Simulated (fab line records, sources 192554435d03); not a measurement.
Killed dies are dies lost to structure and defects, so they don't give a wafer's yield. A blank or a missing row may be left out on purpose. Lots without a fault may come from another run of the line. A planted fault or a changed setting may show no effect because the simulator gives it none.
fab line records | flow n5_finfet | part 2 of 2: steps 21 to 30 of 30
record lots=5 wafers=15 last_day=17
route steps=1938 shown BEOL_M2@886
lots that met no fault: from a run of the same line without faults
start_h: hours from the record's first day to the start of the lot's first wafer shown | wait_h: hours since the lot's step before | " the same as in the row above | L1.1+2: a row that stands for several wafers | - no value, or no start given | * or withheld: withheld | < > ~ a bound
route shown NAME@n: a module of which the file shows steps, and the number in the route of the first | usual: mean/standard deviation of fault-free wafers | same: alike in all rows | chamber/n: place in a boat | sites: the reading at each site | _std_site: their standard deviation | _edge_site: outer sites' mean less inner sites' | radius_mm: how far each site lies from the wafer's centre | mask NAME#n: copy n | behind: the tool/chamber that last shaped the wafer | hold: why the lot was held/for how many hours/how that ended | device: the transistor (n, p or np) that didn't switch | end of line: the same wafers' tests at the end of the route | a step without rows: its recipe alone | killed: dies lost to structure and defects at the first sort, not the wafer's yield | map: a wafer's dies, x killed, . not, _ none there
set.NAME: the setting as run; set.NAME@STEP: as run at that earlier step | model.NAME: the simulator's own value behind a step, which no gauge read
lots at some steps of the route; a table a step, a row a wafer
services: from which hour (start_h, from the record's first day; less than 0 if before it) a tool's chamber was out of use, for how many hours, and why
## steps
# step N5_BEOL_M2_SPUTTER_79
# recipe material=Cu target_thk_a=45 temp_c=-20 chamber_pressure_pa=0.07 power_w=withheld time_s=8.29
# usual throttle_valve_pct=30.1/1.1
# columns lot.wafer tool chamber start_h wait_h throttle_valve_pct
L074.4 pvd_sputter-01 - 157.20 0.1 32.1
L074.5 " - " " 31.9
L074.6 " - " " 29.7
L080.2 pvd_sputter-02 - 175.27 0.1 30.5
L080.4 " - " " 27.9
L080.6 " - " " 28.4
L086.2 pvd_sputter-02 - 228.70 0.1 29.5
L086.3 " - " " 31.2
L086.6 " - " " 30.5
L087.1 pvd_sputter-01 - 233.88 0.1 29.6
L087.2 " - " " 32.0
L087.5 " - " " 32.0
L091.2 pvd_sputter-03 - 257.94 0.1 31.3
L091.3 " - " " 30.3
L091.5 " - " " 28.4
# step N5_BEOL_M2_ANNEAL_80
# recipe temp_c=400 time_s=240 ambient=vacuum
# usual heater_power_w=821/93
# columns lot.wafer tool chamber start_h wait_h heater_power_w
L074.4 pvd_sputter-01 - 157.28 0.0 725
L074.5 " - " " 720
L074.6 " - " " 935
L080.2 pvd_sputter-02 - 175.35 0.0 749
L080.4 " - " " 792
L080.6 " - " " 775
L086.2 pvd_sputter-02 - 228.78 0.0 717
L086.3 " - " " 903
L086.6 " - " " 764
L087.1 pvd_sputter-01 - 233.96 0.0 926
L087.2 " - " " 706
L087.5 " - " " 709
L091.2 pvd_sputter-03 - 258.02 0.0 833
L091.3 " - " " 813
L091.5 " - " " 858
# step N5_BEOL_M2_SPUTTER_81
# recipe material=Cu target_thk_a=45 temp_c=-20 chamber_pressure_pa=0.07 power_w=withheld time_s=8.29
# usual throttle_valve_pct=30.1/1.1
# columns lot.wafer tool chamber start_h wait_h throttle_valve_pct
L074.4 pvd_sputter-01 - 157.42 0.1 32.0
L074.5 " - " " 32.0
L074.6 " - " " 29.7
L080.2 pvd_sputter-02 - 175.49 0.1 30.5
L080.4 " - " " 28.3
L080.6 " - " " 28.5
L086.2 pvd_sputter-02 - 228.92 0.1 29.4
L086.3 " - " " 31.2
L086.6 " - " " 30.7
L087.1 pvd_sputter-01 - 234.10 0.1 29.9
L087.2 " - " " 31.8
L087.5 " - " " 32.0
L091.2 pvd_sputter-03 - 258.16 0.1 31.3
L091.3 " - " " 30.2
L091.5 " - " " 28.4
# step N5_BEOL_M2_ANNEAL_82
# recipe temp_c=400 time_s=240 ambient=vacuum
# usual heater_power_w=823/92
# columns lot.wafer tool chamber start_h wait_h heater_power_w
L074.4 pvd_sputter-01 - 157.50 0.0 706
L074.5 " - " " 728
L074.6 " - " " 944
L080.2 pvd_sputter-02 - 175.57 0.0 757
L080.4 " - " " 787
L080.6 " - " " 776
L086.2 pvd_sputter-02 - 229.00 0.0 723
L086.3 " - " " 921
L086.6 " - " " 770
L087.1 pvd_sputter-01 - 234.18 0.0 929
L087.2 " - " " 729
L087.5 " - " " 698
L091.2 pvd_sputter-03 - 258.24 0.0 827
L091.3 " - " " 824
L091.5 " - " " 855
# step N5_BEOL_M2_SPUTTER_86
# recipe material=Cu target_thk_a=45 temp_c=-20 chamber_pressure_pa=0.07 power_w=withheld time_s=8.29
# usual throttle_valve_pct=30.1/1.1
# columns lot.wafer tool chamber start_h wait_h throttle_valve_pct
L074.4 pvd_sputter-01 - 157.64 0.1 31.9
L074.5 " - " " 32.0
L074.6 " - " " 29.7
L080.2 pvd_sputter-02 - 175.71 0.1 30.7
L080.4 " - " " 28.3
L080.6 " - " " 28.4
L086.2 pvd_sputter-02 - 229.14 0.1 29.5
L086.3 " - " " 31.0
L086.6 " - " " 30.6
L087.1 pvd_sputter-01 - 234.32 0.1 29.6
L087.2 " - " " 32.2
L087.5 " - " " 32.0
L091.2 pvd_sputter-03 - 258.38 0.1 31.6
L091.3 " - " " 29.9
L091.5 " - " " 28.5
# step N5_BEOL_M2_ANNEAL_87
# recipe temp_c=400 time_s=240 ambient=vacuum
# usual heater_power_w=823/92
# columns lot.wafer tool chamber start_h wait_h heater_power_w
L074.4 pvd_sputter-01 - 157.72 0.0 720
L074.5 " - " " 726
L074.6 " - " " 947
L080.2 pvd_sputter-02 - 175.79 0.0 750
L080.4 " - " " 782
L080.6 " - " " 795
L086.2 pvd_sputter-02 - 229.22 0.0 721
L086.3 " - " " 901
L086.6 " - " " 751
L087.1 pvd_sputter-01 - 234.40 0.0 953
L087.2 " - " " 723
L087.5 " - " " 715
L091.2 pvd_sputter-03 - 258.46 0.0 830
L091.3 " - " " 800
L091.5 " - " " 872
# step N5_BEOL_M2_SPUTTER_88
# recipe material=Cu target_thk_a=45 temp_c=-20 chamber_pressure_pa=0.07 power_w=withheld time_s=8.29
# usual throttle_valve_pct=30.1/1.1
# columns lot.wafer tool chamber start_h wait_h throttle_valve_pct
L074.4 pvd_sputter-01 - 157.86 0.1 32.0
L074.5 " - " " 32.1
L074.6 " - " " 29.7
L080.2 pvd_sputter-02 - 175.93 0.1 30.6
L080.4 " - " " 28.6
L080.6 " - " " 28.4
L086.2 pvd_sputter-02 - 229.36 0.1 29.6
L086.3 " - " " 31.3
L086.6 " - " " 30.4
L087.1 pvd_sputter-01 - 234.54 0.1 29.9
L087.2 " - " " 31.9
L087.5 " - " " 32.1
L091.2 pvd_sputter-03 - 258.60 0.1 31.1
L091.3 " - " " 30.1
L091.5 " - " " 28.4
# step N5_BEOL_M2_ANNEAL_89
# recipe temp_c=400 time_s=240 ambient=vacuum
# usual heater_power_w=823/93
# columns lot.wafer tool chamber start_h wait_h heater_power_w
L074.4 pvd_sputter-01 - 157.94 0.0 709
L074.5 " - " " 706
L074.6 " - " " 944
L080.2 pvd_sputter-02 - 176.01 0.0 754
L080.4 " - " " 778
L080.6 " - " " 788
L086.2 pvd_sputter-02 - 229.44 0.0 735
L086.3 " - " " 913
L086.6 " - " " 733
L087.1 pvd_sputter-01 - 234.62 0.0 937
L087.2 " - " " 706
L087.5 " - " " 718
L091.2 pvd_sputter-03 - 258.68 0.0 841
L091.3 " - " " 818
L091.5 " - " " 853
# step N5_BEOL_M2_SPUTTER_90
# recipe material=Cu target_thk_a=45 temp_c=-20 chamber_pressure_pa=0.07 power_w=withheld time_s=8.29
# usual throttle_valve_pct=30.1/1.1
# columns lot.wafer tool chamber start_h wait_h throttle_valve_pct
L074.4 pvd_sputter-01 - 158.08 0.1 32.1
L074.5 " - " " 32.0
L074.6 " - " " 29.9
L080.2 pvd_sputter-02 - 176.15 0.1 30.6
L080.4 " - " " 28.4
L080.6 " - " " 28.2
L086.2 pvd_sputter-02 - 229.58 0.1 29.5
L086.3 " - " " 31.1
L086.6 " - " " 30.8
L087.1 pvd_sputter-01 - 234.76 0.1 29.8
L087.2 " - " " 31.9
L087.5 " - " " 32.1
L091.2 pvd_sputter-03 - 258.82 0.1 31.5
L091.3 " - " " 30.2
L091.5 " - " " 28.7
# step N5_BEOL_M2_ANNEAL_91
# recipe temp_c=400 time_s=240 ambient=vacuum
# usual heater_power_w=822/93
# columns lot.wafer tool chamber start_h wait_h heater_power_w
L074.4 pvd_sputter-01 - 158.16 0.0 717
L074.5 " - " " 722
L074.6 " - " " 934
L080.2 pvd_sputter-02 - 176.23 0.0 757
L080.4 " - " " 768
L080.6 " - " " 784
L086.2 pvd_sputter-02 - 229.66 0.0 724
L086.3 " - " " 893
L086.6 " - " " 766
L087.1 pvd_sputter-01 - 234.84 0.0 932
L087.2 " - " " 706
L087.5 " - " " 699
L091.2 pvd_sputter-03 - 258.90 0.0 824
L091.3 " - " " 799
L091.5 " - " " 914
## services
# columns tool chamber start_h hours kind
rie_diel-03 1 136.58 - clean
rie_diel-03 1 136.58 - consumable_replace:focus_ring
rie_diel-03 1 136.58 23.6 scheduled_down
rie_diel-03 1 136.58 23.6 vent_cycle
pvd_sputter-02 - 137.70 5.1 repair
wet_bench-04 - 151.63 1.1 repair
ald_metal-03 - 158.20 0.9 repair
cvd_co-02 - 160.29 14.6 pm
rie_diel-03 0 160.31 - clean
rie_diel-03 0 160.31 - consumable_replace:focus_ring
rie_diel-03 0 160.31 19.5 scheduled_down
rie_diel-03 0 160.31 19.5 vent_cycle
ald_metal-02 1 167.20 16.6 repair
cvd_co-01 - 201.25 2.8 pm
rie_diel-01 1 203.47 7.2 repair
ald_metal-03 - 210.19 8.7 pm
rie_diel-03 2 212.85 15.3 repair
cvd_co-02 0 240.22 3.9 repair
rie_diel-01 1 244.09 - clean
rie_diel-01 1 244.09 - consumable_replace:focus_ring
rie_diel-01 1 244.09 13.9 scheduled_down
rie_diel-01 1 244.09 13.9 vent_cycle
